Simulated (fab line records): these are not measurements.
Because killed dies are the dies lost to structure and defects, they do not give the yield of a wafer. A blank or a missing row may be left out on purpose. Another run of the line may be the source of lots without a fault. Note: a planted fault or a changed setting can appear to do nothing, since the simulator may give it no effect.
Problem report, 8D (eight disciplines) form, completed by code -- flow n5 finfet -- the parts of the form that need people (team, actions taken, sign-off) are left out

1. PROBLEM STATEMENT
At N5_BEOL_M11_COAT_59, spin speed rpm averages 1908.7 rpm over 6 wafers from 2 lots, while fault-free wafers read 1500.0 rpm, standard deviation 1.1. That is +99 or more standard deviations from the usual mean.
The step: time 60 s, resist thk 100 nm.
Seen first at day 12 20:01 on litho track-02, wafer L451.2. The record has a number at this step for 12 wafers belonging to 4 lots. The rule behind "out" and "out of limits": a value lying over 4 standard deviations away from the usual mean. The rest of the wafers with a number are treated as sound.

2. WHAT IT IS AND WHAT IT IS NOT
question,is,is not
which readings at this step,spin speed rpm,-
which lots,"L451, L452","L441, L463"
which wafers of those lots,all that have a number,-
read on which tools,litho track-02,litho track-04
when,from day 12 20:01,up to then (3 sound wafers); but 3 sound wafers of L463 came after

3. SUSPECTS, AND WHAT RULES EACH OUT
Counting: a tool at a process step up to the reading stays a suspect if it ran every lot that is out and no sound lot after the first of them.
- litho track-02 at N5_BEOL_M11_COAT_59 (time 60 s, resist thk 100 nm): kept. It ran every lot that is out, first L451 (day 12 20:01), and no sound lot after that; its last sound lot up to then is L441 (day 10 14:11). Out on those wafers are its own readings of spin speed rpm.
Remaining after the count: litho track-02 at N5_BEOL_M11_COAT_59.

4. THE CAUSE (what the simulator had put in)
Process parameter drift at N5_BEOL_M11_COAT_59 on litho track-02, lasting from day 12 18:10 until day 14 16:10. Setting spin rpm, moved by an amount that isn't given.
The count eliminated every tool but this one.

5. THE CHAIN OF EFFECTS, in route order
Each row: a reading whose mean over the struck wafers that have a number lies more than 3 standard deviations from the usual. Readings are gone through only where the record gives a usual standard deviation; hours: the median, over the lots, of the time from a lot's start at the first step in this table giving one to that lot's start at this step; sigmas: the change measured in usual standard deviations.
hours,step,reading,usual,on struck wafers,change,sigmas
0,N5_BEOL_M11_COAT_59,spin speed rpm,1500.0 rpm,1908.7,+408.7,+99 or more
Its process steps:
- N5_BEOL_M11_COAT_59: time 60 s, resist thk 100 nm.

6. HOW IT WOULD HAVE BEEN CAUGHT EARLIER
First out-of-limits reading in this record: day 12 20:01, which is 2 hours after fault onset at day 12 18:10.
